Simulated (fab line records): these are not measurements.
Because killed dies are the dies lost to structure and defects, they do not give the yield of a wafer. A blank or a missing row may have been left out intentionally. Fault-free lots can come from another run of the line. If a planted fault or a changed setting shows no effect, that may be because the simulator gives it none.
Which tool did it? -- flow n5-finfet -- 33 wafers from 11 lots sampled at 2 of the route's 1938 steps

## WHAT THE GAUGES READ, wafer by wafer
N5_BEOL_M5_CD_MEAS_11: target cd 27.74 nm. Usual: 28.00 nm for cd-nm, sd 0.26.
lot,measured,on,cd-nm (nm),flag
L580,day 8 19:47,cd-sem-02,27.74 28.13 28.02,
L582,day 9 06:22,cd-sem-02,27.91 27.92 28.05,
L581,day 9 09:26,cd-sem-03,27.94 27.85 27.84,
L585,day 9 13:22,cd-sem-02,27.77 27.94 28.32,
L584,day 9 13:37,cd-sem-01,28.16 27.78 28.03,
L586,day 10 13:16,cd-sem-02,28.09 27.66 27.78,
L590,day 12 22:26,cd-sem-03,28.15 28.06 28.07,
L594,day 14 01:25,cd-sem-01,27.91 28.33 28.15,
L597,day 15 01:19,cd-sem-02,28.06 28.36 28.05,
L601,day 15 18:43,cd-sem-01,28.12 28.11 28.46,
L602,day 16 02:07,cd-sem-01,27.53 27.74 27.98,

## TOOL THAT RAN EACH LOT (tool first, then ch and the chambers of the sampled wafers, then the start)
lot,N5_BEOL_M4_DEP_57
L580,"pecvd-02 ch 0,2, day 8 17:04"
L582,"pecvd-01 ch 0,1,2, day 9 04:06"
L581,"pecvd-01 ch 0,1,2, day 9 06:04"
L585,"pecvd-03 ch 0,1,2, day 9 08:58"
L584,"pecvd-03 ch 0,1,2, day 9 10:48"
L586,"pecvd-03 ch 0,1, day 10 10:23"
L590,"pecvd-01 ch 0,2, day 12 19:04"
L594,"pecvd-03 ch 0,2, day 13 20:23"
L597,"pecvd-03 ch 0,2, day 14 22:45"
L601,"pecvd-02 ch 0,1,2, day 15 15:02"
L602,"pecvd-01 ch 0,1,2, day 15 22:12"
- N5_BEOL_M4_DEP_57: deposits SiCN from 3MS/NH3, target thk 8 nm, time 14 s.

## AS READ BY THE TOOLS THEMSELVES (means over the sampled wafers that have a number; for cases with no such wafer, the mark the record gives instead)
N5_BEOL_M4_DEP_57. Usual: showerhead-plenum-p-Torr 3.665 Torr, standard deviation 0.017; throttle-valve-pct 9.1 %, standard deviation 0.52.
lot,tool,showerhead-plenum-p-Torr (Torr),throttle-valve-pct (%),flag
L580,pecvd-02,3.665,8.9,
L582,pecvd-01,3.674,9.4,
L581,pecvd-01,3.683,9.2,
L585,pecvd-03,3.650,8.9,
L584,pecvd-03,3.648,8.9,
L586,pecvd-03,3.652,9.0,
L590,pecvd-01,3.673,8.5,
L594,pecvd-03,3.646,8.9,
L597,pecvd-03,3.645,9.0,
L601,pecvd-02,3.673,9.4,
L602,pecvd-01,3.682,9.2,

## THE ANSWER, worked out from the rows above alone
Rule: lot off if the mean of its wafers having a number is beyond 3 standard deviations from the usual mean. A lot without any number at a reading at which 4 lots or more have one is off too. Where the step has rows for the other lots, those lots are counted as sound. After the gauges, taken in route order, come the tools' own readings; for these a lot's mean is taken, as printed above. At the first step where some lot is off, the reading lying furthest off is the one used; lots without a number count as furthest.
Nothing can be told from this: no lot is off at any reading shown.

## WHAT THE SIMULATOR PUT IN
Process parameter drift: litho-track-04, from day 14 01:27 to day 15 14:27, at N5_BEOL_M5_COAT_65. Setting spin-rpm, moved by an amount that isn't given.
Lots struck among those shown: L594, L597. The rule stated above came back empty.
